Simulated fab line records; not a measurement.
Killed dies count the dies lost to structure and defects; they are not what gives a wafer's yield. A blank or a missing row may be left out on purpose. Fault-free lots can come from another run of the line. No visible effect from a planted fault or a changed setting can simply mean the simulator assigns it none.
Matching of chambers :: flow nand_harc :: rie_diel-02 running NHARC_A_STAIRCASE_DESCUM_443: 4 sister chambers
The step chemistry O2, time 3 s. 16 wafers are shown with their chamber, then 8 later ones without.

EACH WAFER AND ITS CHAMBER
wafer: L075.1
chamber: 2
showerhead_plenum_p_Torr (Torr): 1.87
drypump_motor_current_A (A): 5.7
oes_product_au (a.u.): 0.982

wafer: L075.2
chamber: 1
showerhead_plenum_p_Torr (Torr): 2.01
drypump_motor_current_A (A): 6.2
oes_product_au (a.u.): 0.981

wafer: L075.3
chamber: 0
showerhead_plenum_p_Torr (Torr): 1.80
drypump_motor_current_A (A): 6.0
oes_product_au (a.u.): 0.986

wafer: L079.2
chamber: 2
showerhead_plenum_p_Torr (Torr): 1.87
drypump_motor_current_A (A): 5.7
oes_product_au (a.u.): 0.995

wafer: L079.3
chamber: 1
showerhead_plenum_p_Torr (Torr): 2.01
drypump_motor_current_A (A): 6.1
oes_product_au (a.u.): 0.982

wafer: L079.6
chamber: 1
showerhead_plenum_p_Torr (Torr): 2.01
drypump_motor_current_A (A): 6.1
oes_product_au (a.u.): 0.971

wafer: L077.1
chamber: 0
showerhead_plenum_p_Torr (Torr): 1.80
drypump_motor_current_A (A): 5.9
oes_product_au (a.u.): 0.984

wafer: L077.2
chamber: 2
showerhead_plenum_p_Torr (Torr): 1.87
drypump_motor_current_A (A): 5.7
oes_product_au (a.u.): 1.006

wafer: L077.6
chamber: 3
showerhead_plenum_p_Torr (Torr): 1.80
drypump_motor_current_A (A): 6.0
oes_product_au (a.u.): 1.007

wafer: L084.1
chamber: 1
showerhead_plenum_p_Torr (Torr): 2.01
drypump_motor_current_A (A): 6.1
oes_product_au (a.u.): 0.982

wafer: L084.5
chamber: 0
showerhead_plenum_p_Torr (Torr): 1.79
drypump_motor_current_A (A): 5.9
oes_product_au (a.u.): 0.993

wafer: L084.6
chamber: 3
showerhead_plenum_p_Torr (Torr): 1.79
drypump_motor_current_A (A): 6.0
oes_product_au (a.u.): 1.001

wafer: L085.2
chamber: 3
showerhead_plenum_p_Torr (Torr): 1.79
drypump_motor_current_A (A): 6.0
oes_product_au (a.u.): 0.991

wafer: L085.5
chamber: 3
showerhead_plenum_p_Torr (Torr): 1.79
drypump_motor_current_A (A): 6.0
oes_product_au (a.u.): 0.990

wafer: L085.6
chamber: 2
showerhead_plenum_p_Torr (Torr): 1.86
drypump_motor_current_A (A): 5.7
oes_product_au (a.u.): 0.992

wafer: L087.1
chamber: 3
showerhead_plenum_p_Torr (Torr): 1.79
drypump_motor_current_A (A): 6.0
oes_product_au (a.u.): 0.988

SIGNATURES (averages over the wafers above)
reading: showerhead_plenum_p_Torr
chamber 0: 1.7967
chamber 1: 2.0100
chamber 2: 1.8675
chamber 3: 1.7920
scatter within a chamber: 0.0043

reading: drypump_motor_current_A
chamber 0: 5.933
chamber 1: 6.125
chamber 2: 5.700
chamber 3: 6.000
scatter within a chamber: 0.0344

reading: oes_product_au
chamber 0: 0.98767
chamber 1: 0.97900
chamber 2: 0.99375
chamber 3: 0.99540
scatter within a chamber: 0.0076
Rule: for each reading, subtract the chamber's mean from the wafer's reading, divide by that reading's scatter and square the result; add these up over the readings and take the root, which gives the wafer's distance from the chamber. If the next closest chamber is less than 2 further off than the closest, the wafer can't be placed; otherwise it belongs to the closest. How the scatter is found: for the shown wafers, subtract from each reading the mean of its chamber, square and add these, divide the total by (wafers less chambers), then take the root.

WAFERS WITHOUT THEIR CHAMBER
wafer: L087.2
showerhead_plenum_p_Torr (Torr): 1.79
drypump_motor_current_A (A): 6.0
oes_product_au (a.u.): 1.005

wafer: L087.3
showerhead_plenum_p_Torr (Torr): 1.86
drypump_motor_current_A (A): 5.7
oes_product_au (a.u.): 0.995

wafer: L089.3
showerhead_plenum_p_Torr (Torr): 2.00
drypump_motor_current_A (A): 6.1
oes_product_au (a.u.): 0.980

wafer: L089.5
showerhead_plenum_p_Torr (Torr): 1.79
drypump_motor_current_A (A): 5.9
oes_product_au (a.u.): 0.988

wafer: L089.6
showerhead_plenum_p_Torr (Torr): 1.79
drypump_motor_current_A (A): 6.0
oes_product_au (a.u.): 0.976

wafer: L093.1
showerhead_plenum_p_Torr (Torr): 2.00
drypump_motor_current_A (A): 6.2
oes_product_au (a.u.): 0.989

wafer: L093.3
showerhead_plenum_p_Torr (Torr): 1.79
drypump_motor_current_A (A): 6.0
oes_product_au (a.u.): 0.989

wafer: L093.4
showerhead_plenum_p_Torr (Torr): 1.79
drypump_motor_current_A (A): 5.9
oes_product_au (a.u.): 0.993

WHICH CHAMBER EACH ONE RAN IN
wafer: L087.2
from the rows above: 3
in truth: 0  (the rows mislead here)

wafer: L087.3
from the rows above: 2
in truth: 2

wafer: L089.3
from the rows above: 1
in truth: 1

wafer: L089.5
from the rows above: can't be placed: 0 or 3
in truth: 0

wafer: L089.6
from the rows above: can't be placed: 3 or 0
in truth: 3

wafer: L093.1
from the rows above: 1
in truth: 1

wafer: L093.3
from the rows above: can't be placed: 3 or 0
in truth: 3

wafer: L093.4
from the rows above: can't be placed: 0 or 3
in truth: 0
Placed correctly: 3 of 8. These rows do not allow placing 4 (true chamber among the candidates in 4). Placed wrongly: 1.
